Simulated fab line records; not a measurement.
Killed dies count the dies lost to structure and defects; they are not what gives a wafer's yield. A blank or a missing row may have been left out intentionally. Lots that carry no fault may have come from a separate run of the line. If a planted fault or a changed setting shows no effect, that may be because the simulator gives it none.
Matching of chambers	flow nand-harc	4 sister chambers for NHARC_A_STAIRCASE_TRIM_12 on rie-diel-02
The step chemistry O2, time 211.2 s. 8 wafers are shown with their chamber, then 7 later ones without.

== WAFERS WITH THEIR CHAMBER ==
wafer	chamber	showerhead-plenum-p-Torr (Torr)	drypump-motor-current-A (A)
L082.3	0	3.34	6.3
L082.6	1	3.66	5.2
L086.3	0	3.34	6.3
L087.3	3	3.54	5.7
L087.4	2	3.79	5.7
L087.6	2	3.79	5.6
L089.1	3	3.54	5.7
L089.4	1	3.65	5.1

== WAFERS MISSING THEIR CHAMBER ==
wafer	showerhead-plenum-p-Torr (Torr)	drypump-motor-current-A (A)
L089.6	3.54	5.7
L091.2	3.54	5.7
L091.3	3.65	5.2
L091.6	3.65	5.1
L092.4	3.78	5.6
L092.5	3.33	6.3
L092.6	3.64	5.2

== WHICH CHAMBER EACH WENT THROUGH ==
wafer	from the rows above	in truth
L089.6	3	3
L091.2	3	3
L091.3	1	1
L091.6	1	1
L092.4	2	2
L092.5	0	0
L092.6	1	1
Correctly placed: 7 of 7. From these rows, 0 cannot be placed. Wrongly placed: 0.
How it was worked out, from the rows above alone: a wafer's distance from a chamber is the root of the sum, over the readings, of the square of ((its reading less the chamber's mean) divided by the reading's scatter). The wafer belongs to the nearest chamber; if the next one is less than 2 further off, it can't be placed. A chamber's mean is the mean of its shown wafers. How the scatter is found: for the shown wafers, subtract from each reading the mean of its chamber, square and add these, divide the total by (wafers less chambers), then take the root.
